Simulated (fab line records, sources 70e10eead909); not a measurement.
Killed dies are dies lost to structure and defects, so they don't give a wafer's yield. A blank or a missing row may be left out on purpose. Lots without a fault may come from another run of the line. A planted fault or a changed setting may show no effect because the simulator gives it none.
fab line records | flow nand_harc
record lots=6 wafers=18 last_day=25
route steps=1159 shown THIN_TSV@1142 END@1158
lots that met no fault: from a run of the same line without faults
start_h: hours from the record's first day to the start of the lot's first wafer shown | wait_h: hours since the lot's step before | " the same as in the row above | L1.1+2: a row that stands for several wafers | - no value, or no start given | * or withheld: withheld | < > ~ a bound
route shown NAME@n: a module of which the file shows steps, and the number in the route of the first | usual: mean/standard deviation of fault-free wafers | same: alike in all rows | chamber/n: place in a boat | sites: the reading at each site | _std_site: their standard deviation | _edge_site: outer sites' mean less inner sites' | radius_mm: how far each site lies from the wafer's centre | mask NAME#n: copy n | behind: the tool/chamber that last shaped the wafer | hold: why the lot was held/for how many hours/how that ended | device: the transistor (n, p or np) that didn't switch | end of line: the same wafers' tests at the end of the route | a step without rows: its recipe alone | killed: dies lost to structure and defects at the first sort, not the wafer's yield | map: a wafer's dies, x killed, . not, _ none there
set.NAME: the setting as run; set.NAME@STEP: as run at that earlier step | model.NAME: the simulator's own value behind a step, which no gauge read
lots at some steps of the route; a table a step, a row a wafer
services: from which hour (start_h, from the record's first day; less than 0 if before it) a tool's chamber was out of use, for how many hours, and why
## steps
# step NHARC_THIN_TSV_COAT_27
# recipe spin_rpm=*
# step NHARC_THIN_TSV_SOFTBAKE_28
# recipe temp_c=122 time_s=95
# step NHARC_THIN_TSV_EBR_29
# step NHARC_THIN_TSV_EXPOSE_30
# recipe na=0.55 dose_mj=11.47 mask_id=PAD
# step NHARC_THIN_TSV_PEB_31
# recipe peb_temp_c=118 peb_time_s=85
# step NHARC_THIN_TSV_DEVELOP_32
# recipe time_s=70
# step NHARC_THIN_TSV_CD_MEAS_33
# recipe target_cd_nm=5000 landing_energy_ev=500
# usual cd_nm=4999.7/2.4
# columns lot.wafer tool chamber start_h wait_h cd_nm
L317.2 cd_sem-01 0 451.30 - 5001.8
L317.3 " 0 " " 4998.0
L317.5 " 0 " " 5000.3
L321.1 cd_sem-01 0 480.64 - 5004.0
L321.4 " 0 " " 5003.7
L321.6 " 0 " " 5003.3
L324.4 cd_sem-01 0 490.98 - 4996.9
L324.5 " 0 " " 4996.3
L324.6 " 0 " " 5000.3
L326.2 cd_sem-03 0 511.97 - 4997.5
L326.4 " 0 " " 5000.1
L326.5 " 0 " " 4996.0
L332.2 cd_sem-03 0 535.27 - 5000.2
L332.4 " 0 " " 5000.1
L332.6 " 0 " " 4997.2
L337.1 cd_sem-03 0 572.64 - 5000.9
L337.2 " 0 " " 5001.8
L337.5 " 0 " " 5000.2
# step NHARC_THIN_TSV_HARDBAKE_34
# recipe temp_c=125 time_s=80
# step NHARC_THIN_TSV_DESCUM_35
# recipe time_s=3 o2_flow_sccm=200 ar_flow_sccm=0 bias_power_w=0 chemistry=O2
# usual drypump_motor_current_A=5.8/0.6 oes_product_au=1.005/0.012 rf_vpp_V=58.0/0.93 showerhead_plenum_p_Torr=1.95/0.077 throttle_valve_pct=11.310/0.0096
# columns lot.wafer tool chamber start_h wait_h drypump_motor_current_A oes_product_au rf_hours_counter_h rf_vpp_V showerhead_plenum_p_Torr throttle_valve_pct
L317.3 rie_diel-01 0 451.48 - 5.7 1.016 9 57.5 1.88 11.307
L317.2 " 1 " " 5.3 1.020 9 58.9 1.94 11.301
L317.5 " 0 " " 5.7 1.023 - 58.0 1.88 11.334
L321.1 rie_diel-09 0 480.85 - 5.9 0.977 4 57.1 1.99 11.308
L321.4 " 1 " " 6.7 1.005 4 58.4 1.99 11.320
L321.6 " 3 " " 5.9 1.031 - 57.7 2.05 11.308
L324.4 rie_diel-09 3 491.15 - 5.9 1.004 5 60.3 2.05 11.336
L324.5 " 1 " " 6.7 1.002 - 59.0 1.99 11.309
L324.6 " 2 " " 6.3 1.014 - 59.3 2.03 11.292
L326.4 rie_diel-01 2 512.13 - 6.0 1.004 0 57.2 1.79 11.311
L326.2 " 1 " " 5.3 0.996 1 58.0 1.94 11.311
L326.5 " 2 " " 6.0 0.997 - 56.4 1.79 11.301
L332.2 rie_diel-03 3 535.43 - 5.3 1.006 17 58.1 1.92 11.308
L332.4 " 0 " " 4.8 0.997 16 57.6 1.94 11.295
L332.6 " 0 " " 4.8 0.999 - 57.0 1.94 11.319
L337.2 rie_diel-01 2 572.80 - 6.0 1.004 4 58.7 1.79 11.311
L337.1 " 0 " " 5.7 1.005 4 57.8 1.88 11.308
L337.5 " 2 " " 6.0 1.005 - 57.6 1.79 11.314
# step NHARC_THIN_TSV_ETCH_59
# recipe target_depth_a=8800 icp_w=900 bias_w=100 Cl2_flow_sccm=60 bcl3_flow_sccm=30 time_s=138.1 chemistry=Cl2/BCl3
# usual drypump_motor_current_A=5.7/0.31 oes_product_au=0.998/0.014 throttle_valve_pct=22.265/0.0097
# columns lot.wafer tool chamber start_h wait_h drypump_motor_current_A oes_product_au rf_hours_counter_h throttle_valve_pct
L317.2 rie_metal-02 1 451.59 0.1 6.2 0.974 1.5 22.252
L317.3 " 1 " " 6.2 0.978 - 22.264
L317.5 " 0 " " 5.6 0.994 - 22.263
L321.1 rie_metal-03 1 481.00 0.1 5.4 0.994 0.4 22.277
L321.4 " 1 " " 5.4 0.999 - 22.262
L321.6 " 0 " " 6.1 0.994 - 22.261
L324.4 rie_metal-02 0 491.36 0.2 5.6 1.017 - 22.261
L324.6 " 1 " " 6.1 0.976 - 22.258
L324.5 " 0 " " 5.6 1.007 - 22.269
L326.2 rie_metal-02 1 512.26 0.1 6.1 0.983 3.7 22.262
L326.4 " 1 " " 6.1 0.977 - 22.272
L326.5 " 1 " " 6.1 0.967 - 22.274
L332.2 rie_metal-02 0 535.55 0.1 5.6 1.010 4.5 22.281
L332.4 " 0 " " 5.6 1.022 - 22.255
L332.6 " 0 " " 5.6 1.022 - 22.249
L337.1 rie_metal-03 1 572.93 0.1 5.4 1.018 3.3 22.259
L337.2 " 0 " " 6.1 1.015 3.3 22.257
L337.5 " 1 " " 5.4 1.013 - 22.263
# step NHARC_THIN_TSV_ETCH_36
# recipe target_depth_a=650 over_etch_frac=0.3 time_s=18.571 ion_energy_ev=150 chemistry=Cl2/BCl3
# usual drypump_motor_current_A=5.7/0.3 oes_product_au=1.000/0.014
# columns lot.wafer tool chamber start_h wait_h drypump_motor_current_A oes_product_au rf_hours_counter_h
L317.2 rie_metal-02 0 451.86 0.2 5.6 0.994 1.6
L317.3 " 1 " " 6.1 0.973 -
L317.5 " 1 " " 6.1 0.983 -
L321.1 rie_metal-03 1 481.22 0.2 5.4 1.006 0.6
L321.4 " 0 " " 6.1 1.007 -
L321.6 " 1 " " 5.4 1.007 -
L324.4 rie_metal-02 0 491.53 0.1 5.6 1.018 -
L324.5 " 0 " " 5.6 1.012 -
L324.6 " 1 " " 6.2 0.988 -
L326.2 rie_metal-02 0 512.52 0.2 5.6 1.008 3.8
L326.4 " 0 " " 5.6 1.017 -
L326.5 " 0 " " 5.6 1.011 -
L332.2 rie_metal-02 0 535.81 0.2 5.6 1.006 4.6
L332.4 " 1 " " 6.1 0.979 -
L332.6 " 0 " " 5.6 1.014 -
L337.1 rie_metal-03 1 573.19 0.2 5.4 1.016 3.4
L337.2 " 0 " " 6.1 1.015 3.4
L337.5 " 1 " " 5.4 1.010 -
# step NHARC_THIN_TSV_STRIP_56
# recipe power_w=1500 temp_c=250 chemistry=O2
# usual drypump_motor_current_A=5.66/0.3 heater_power_w=319/24 temp_c=250.03/0.17
# columns lot.wafer tool chamber start_h wait_h drypump_motor_current_A heater_power_w rf_hours_counter_h temp_c
L317.2 plasma_asher-01 0 452.00 0.1 5.51 285 56 250.00
L317.3 " 1 " " 5.74 360 - 250.16
L317.5 " 1 " " 5.73 349 - 250.18
L321.1 plasma_asher-01 0 481.76 0.5 5.52 279 7 249.87
L321.4 " 1 " " 5.75 332 - 250.12
L321.6 " 0 " " 5.52 280 - 250.03
L324.4 plasma_asher-02 0 491.75 0.2 5.29 339 - 250.18
L324.5 " 1 " " 6.10 307 - 249.99
L324.6 " 0 " " 5.27 338 - 250.05
L326.2 plasma_asher-02 0 512.64 0.1 5.32 337 53 250.28
L326.4 " 1 " " 6.11 319 - 249.91
L326.5 " 1 " " 6.11 316 - 249.77
L332.2 plasma_asher-02 1 535.91 0.1 6.10 319 59 250.02
L332.4 " 1 " " 6.12 314 - 250.12
L332.6 " 0 " " 5.30 341 - 250.03
L337.1 plasma_asher-01 0 573.28 0.1 5.51 283 41 250.17
L337.2 " 1 " " 5.74 339 41 250.12
L337.5 " 0 " " 5.51 281 - 249.92
# step NHARC_THIN_TSV_STRIP_57
# recipe time_s=1200 temp_c=72.5 chemistry=post_etch_residue_remover
# usual temp_c=72.50/0.11
# columns lot.wafer tool chamber start_h wait_h temp_c
L317.2 wet_bench-08 4 452.30 0.3 72.52
L317.3 " 6 " " 72.51
L317.5 " 0 " " 72.45
L321.4 wet_bench-08 1 482.08 0.2 72.34
L321.1 " 2 " " 72.37
L321.6 " 3 " " 72.48
L324.5 wet_bench-10 2 491.96 0.1 72.40
L324.4 " 5 " " 72.57
L324.6 " 7 " " 72.41
L326.5 wet_bench-10 0 512.99 0.1 72.44
L326.4 " 1 " " 72.36
L326.2 " 2 " " 72.48
L332.2 wet_bench-10 4 536.27 0.3 72.49
L332.4 " 5 " " 72.52
L332.6 " 0 " " 72.40
L337.5 wet_bench-08 6 573.63 0.1 72.65
L337.1 " 1 " " 72.42
L337.2 " 3 " " 72.39
# step NHARC_THIN_TSV_CD_MEAS_37
# usual cd_nm=5000/3.7
# columns lot.wafer tool chamber start_h wait_h cd_nm
L317.2 cd_sem-01 - 452.74 - 5005
L317.3 " - " " 4997
L317.5 " - " " 4999
L321.1 cd_sem-03 - 482.51 - 5007
L321.4 " - " " 5003
L321.6 " - " " 5010
L324.4 cd_sem-01 - 492.42 - 4999
L324.5 " - " " 4996
L324.6 " - " " 5002
L326.2 cd_sem-02 - 513.44 - 4998
L326.4 " - " " 5003
L326.5 " - " " 4993
L332.2 cd_sem-01 - 536.71 - 5002
L332.4 " - " " 5004
L332.6 " - " " 5002
L337.1 cd_sem-01 - 574.08 - 5002
L337.2 " - " " 5001
L337.5 " - " " 5001
# step NHARC_THIN_TSV_ANNEAL_58
# recipe temp_c=400 time_s=1800
# step NHARC_THIN_TSV_INSPECT_40
# usual raw_defect_count=474/92
# columns lot.wafer tool chamber start_h wait_h raw_defect_count
L317.2 defect_inspect-02 - 459.32 0.4 409
L317.3 " - " " 527
L317.5 " - " " 425
L321.1 defect_inspect-01 - 486.73 0.4 501
L321.4 " - " " 398
L321.6 " - " " 378
L324.4 defect_inspect-02 - 494.90 0.4 492
L324.5 " - " " 458
L324.6 " - " " 473
L326.2 defect_inspect-02 - 519.09 0.4 797
L326.4 " - " " 1001
L326.5 " - " " 877
L332.2 defect_inspect-02 - 540.91 0.4 747
L332.4 " - " " 726
L332.6 " - " " 890
L337.1 defect_inspect-01 - 578.57 0.4 460
L337.2 " - " " 535
L337.5 " - " " 458
# step NHARC_END_WLT_00
# usual VT_DECK1_BOTTOM=0.871/0.0091 VT_DECK1_BOTTOM_INNER=0.870/0.0087 VT_DECK1_MEDIAN_NEAR_BOTTOM=0.873/0.009 VT_DECK1_MEDIAN_NEAR_BOTTOM_INNER=0.872/0.0087 VT_DECK1_MIDDLE=0.884/0.0084 VT_DECK1_MIDDLE_INNER=0.884/0.008 VT_DECK1_TOP=0.897/0.009 VT_DECK1_TOP_INNER=0.895/0.0083
# columns lot.wafer tool chamber start_h wait_h VT_DECK1_BOTTOM VT_DECK1_BOTTOM_INNER VT_DECK1_MEDIAN_NEAR_BOTTOM VT_DECK1_MEDIAN_NEAR_BOTTOM_INNER VT_DECK1_MIDDLE VT_DECK1_MIDDLE_INNER VT_DECK1_TOP VT_DECK1_TOP_INNER
L317.2 prober-01 - 459.87 0.6 0.862 0.863 0.865 0.870 0.869 0.884 0.886 0.889
L317.3 " - " " 0.856 0.860 0.866 0.861 0.868 0.880 0.887 0.890
L317.5 " - 461.38 2.1 0.864 0.867 0.867 0.864 0.869 0.882 0.888 0.889
L321.1 prober-02 - 490.49 3.8 0.856 0.855 0.864 0.858 0.880 0.882 0.895 0.894
L321.4 " - 491.97 5.2 0.876 0.873 0.865 0.863 0.883 0.890 0.893 0.896
L321.6 " - " " 0.866 0.866 0.866 0.869 0.881 0.883 0.898 0.896
L324.4 prober-02 - 499.78 4.9 0.867 0.867 0.875 0.869 0.886 0.893 0.901 0.893
L324.5 " - " " 0.868 0.869 0.871 0.867 0.878 0.881 0.898 0.893
L324.6 " - " " 0.879 0.867 0.862 0.870 0.872 0.881 0.898 0.896
L326.2 prober-01 - 527.45 8.4 0.870 0.865 0.871 0.873 0.881 0.895 0.902 0.893
L326.4 " - " " 0.883 0.876 0.879 0.872 0.883 0.882 0.909 0.892
L326.5 " - " " 0.875 0.876 0.876 0.875 0.880 0.888 0.903 0.895
L332.2 prober-02 - 541.46 0.6 0.876 0.871 0.876 0.884 0.893 0.895 0.911 0.914
L332.4 " - 542.46 1.5 0.879 0.876 0.871 0.873 0.892 0.893 0.908 0.892
L332.6 " - " " 0.875 0.868 0.882 0.878 0.888 0.898 0.911 0.900
L337.1 prober-02 - 583.33 4.8 0.872 0.874 0.868 0.875 0.893 0.889 0.903 0.907
L337.2 " - " " 0.869 0.869 0.877 0.876 0.882 0.888 0.894 0.902
L337.5 " - 585.34 6.8 0.878 0.874 0.874 0.879 0.887 0.886 0.905 0.893
# step NHARC_END_SORT_01
# recipe temp_c=25
# usual defect_limited_yield=95.6/1.5 killed_at_array=27/10 killed_at_other=0.6/0.83 killed_at_periphery=2.4/1.8 killed_dies=30/10 killed_open=3.3/1.7 killed_short=1.8/1.4 sort_bin_2_pct=1.3/0.69 sort_bin_3_pct=0.25/0.24 sort_bin_4_pct=2.8/0.94 sort_n_pass=647/10 sort_rim_yield_pct=96.7/2.1 sort_yield_pct=95.6/1.5
# same gross_dies=677 sort_bin_5_pct[%]=0 sort_bin_6_pct[%]=0 sort_bin_7_pct[%]=0 sort_bin_8_pct[%]=0 sort_rim_n_gross=106.00
# columns lot.wafer tool chamber start_h wait_h defect_limited_yield[%] killed_at_array killed_at_other killed_at_periphery killed_dies killed_open killed_short sort_bin_2_pct[%] sort_bin_3_pct[%] sort_bin_4_pct[%] sort_n_pass sort_rim_yield_pct[%] sort_yield_pct[%]
L324.5 prober-02 0 504.52 3.7 95.3 27 1 4 32 8 1 1.8 0.15 2.8 645 100.0 95.3
L326.2 prober-01 0 530.70 2.8 83.2 39 73 2 114 3 3 6.9 2.36 7.5 563 94.3 83.2
L326.4 prober-01 0 532.27 3.4 84.5 34 70 1 105 1 1 6.4 3.25 5.9 572 98.1 84.5
L326.5 prober-01 0 533.06 3.6 84.5 41 63 1 105 4 4 6.2 2.07 7.2 572 87.7 84.5
L332.2 prober-02 0 544.74 2.8 91.1 22 37 1 60 1 0 3.0 1.62 4.3 617 85.8 91.1
L332.4 prober-02 0 546.35 3.4 85.7 30 64 3 97 0 1 7.1 2.36 4.9 580 87.7 85.7
L332.6 prober-02 0 547.96 4.0 85.4 33 61 5 99 4 2 6.6 1.77 6.2 578 87.7 85.4
# killed by level:class
L324.5 A_CHANNEL_HOLE_D1:chamber_film_flake=18 P_M0:geometric_particle:open=2 A_CONTACT:geometric_particle:open=2 A_CONTACT:chamber_film_flake=2 P_CONTACT:geometric_particle:open=1 P_M1:geometric_particle:open=1 A_CHANNEL_FILL_D1:geometric_particle:open=1 A_CHANNEL_FILL_D1:geometric_particle:short=1
L326.2 THIN_TSV:unspecified=73 A_CHANNEL_HOLE_D1:chamber_film_flake=17 A_SLIT:chamber_film_flake=11 A_CONTACT:chamber_film_flake=4 P_ZERO_WELL:geometric_particle:short=1 A_CHANNEL_FILL_D1:geometric_particle:open=1 A_STAIRCASE:geometric_particle:short=1 A_SGD_CUT:geometric_particle:short=1
L326.4 THIN_TSV:unspecified=70 A_CHANNEL_HOLE_D1:chamber_film_flake=16 A_CONTACT:chamber_film_flake=7 A_STAIRCASE:chamber_film_flake=6 A_SLIT:chamber_film_flake=3 P_M0:geometric_particle:open=1 A_BLC:geometric_particle:short=1 A_M1:chamber_film_flake=1
L326.5 THIN_TSV:unspecified=63 A_CHANNEL_HOLE_D1:chamber_film_flake=17 A_SLIT:chamber_film_flake=12 A_M0:geometric_particle:open=2 A_CONTACT:chamber_film_flake=2 A_SOURCE_PLATE:geometric_particle:open=1 A_ONON_D1:geometric_particle:short=1 A_CHANNEL_FILL_D1:geometric_particle:short=1
L332.2 THIN_TSV:unspecified=37 A_CHANNEL_HOLE_D1:chamber_film_flake=15 A_CONTACT:chamber_film_flake=5 A_CHANNEL_HOLE_D1:geometric_particle:open=1 P_STI:chamber_film_flake=1 A_STAIRCASE:chamber_film_flake=1
L332.4 THIN_TSV:unspecified=64 A_CHANNEL_HOLE_D1:chamber_film_flake=21 A_CONTACT:chamber_film_flake=5 P_STI:chamber_film_flake=2 A_STAIRCASE:chamber_film_flake=2 A_BLC:geometric_particle:short=1 P_GATE:chamber_film_flake=1 A_ZERO_WELL:chamber_film_flake=1
L332.6 THIN_TSV:unspecified=61 A_CHANNEL_HOLE_D1:chamber_film_flake=20 A_STAIRCASE:chamber_film_flake=6 A_CONTACT:geometric_particle:open=3 P_STI:chamber_film_flake=3 A_CONTACT:chamber_film_flake=2 P_M0:geometric_particle:short=1 P_M1:geometric_particle:open=1
# map L326.2 (x killed, . not)
____________x____________
_________......._________
_______..........._______
______.............______
_____..............._____
____.................____
____.................____
___...................___
___...................___
__...x.................__
__..x............x.....__
_.xx..x........x........_
_...x.xx....x.x........._
_.xxxxxxx..xx..........._
_xxxxxxx.....xx........._
_.xxxxxxx.....x........._
.xxxxxxxxx....x..........
.xxxxxxx.......x.x.......
.xxxxxxx.................
.xxxxxxx.x.x.............
..xxxxxx....x............
_xxx.xx................._
_....x.................._
_....x.................._
_........x.............._
_.......x..............x_
__.......x..x..........__
__........xxx..........__
___.......xxx.....x...___
___.....xx.x..........___
____....xxx.xx.......____
____.....x......x....____
_____...x.....xx...._____
______.............______
_______..........._______
_________......._________
____________x____________
# map L332.6 (x killed, . not)
____________.____________
_________....xxx_________
_______.xx...xxxxx_______
______..x.x..xxxxxx______
_____.......xxxxxxxx_____
____......xxxxxxxxxx.____
____...x.x...xxxxxxx.____
___.........xxxxxxxx..___
___..........xxxx.x.x.___
__....x......xxxxx.....__
__............xx.......__
_....x.......x..x......._
_.x....................._
_......................._
_.......x..............._
_...x..................._
......x............x.....
.................x.......
.....x...................
.........................
.........................
_......................._
_......................._
_......................._
_........x.............._
_..........x.x.........._
__........xxx..........__
__......xx.xx..........__
___.....x.xxx.........___
___.x......x...x......___
____......x..........____
____......xx.........____
_____....xx........._____
______.............______
_______..........._______
_________......._________
____________.____________
## services
# columns tool chamber start_h hours kind
rie_diel-09 - 431.12 9.0 pm
wet_bench-10 0 431.20 - consumable_replace:bath
wet_bench-10 0 431.20 - consumable_replace:filter
plasma_asher-01 - 431.91 2.3 repair
rie_metal-03 - 453.08 9.0 pm
rie_metal-03 0 453.08 9.0 vent_cycle
rie_metal-03 1 453.08 9.0 vent_cycle
plasma_asher-01 - 453.54 9.0 pm
rie_metal-03 0 462.08 - clean
rie_metal-03 1 462.08 - clean
rie_diel-01 3 462.92 6.4 repair
wet_bench-08 - 486.54 2.7 repair
rie_diel-01 - 492.11 9.0 pm
plasma_asher-02 - 509.36 2.6 repair
rie_diel-03 - 512.05 0.4 repair
rie_diel-01 2 518.53 1.9 repair
plasma_asher-02 - 537.00 9.0 pm
rie_diel-01 1 537.50 3.3 repair
plasma_asher-01 - 548.13 1.0 repair
rie_diel-01 2 553.93 2.0 repair
rie_metal-02 - 565.00 9.0 pm
rie_metal-02 0 565.00 9.0 vent_cycle
rie_metal-02 1 565.00 9.0 vent_cycle
rie_diel-03 - 569.38 9.0 pm
## key
first_sign step=NHARC_THIN_TSV_INSPECT_40 reading=raw_defect_count direction=up sigmas=4 usual=474 struck=840
effect step=NHARC_END_SORT_01 reading=killed_at_other direction=up sigmas=61 usual=0.6 struck=61.3
more_kills_born_at NHARC_THIN_TSV_STRIP_57@wet_bench-10=368
met_at NHARC_THIN_TSV_STRIP_57
struck_wafers L326.2,L326.4,L326.5,L332.2,L332.4,L332.6
onset_between 491.96 512.99
also_fits NHARC_THIN_TSV_ETCH_59:rie_metal-02,NHARC_THIN_TSV_ETCH_36:rie_metal-02,NHARC_THIN_TSV_STRIP_56:plasma_asher-02
fault kind=chamber_particle_source tool=wet_bench-10 chamber=- onset_h=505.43 steps=NHARC_THIN_TSV_STRIP_57 rate_per_visit_cm2=0.54761 end_h=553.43
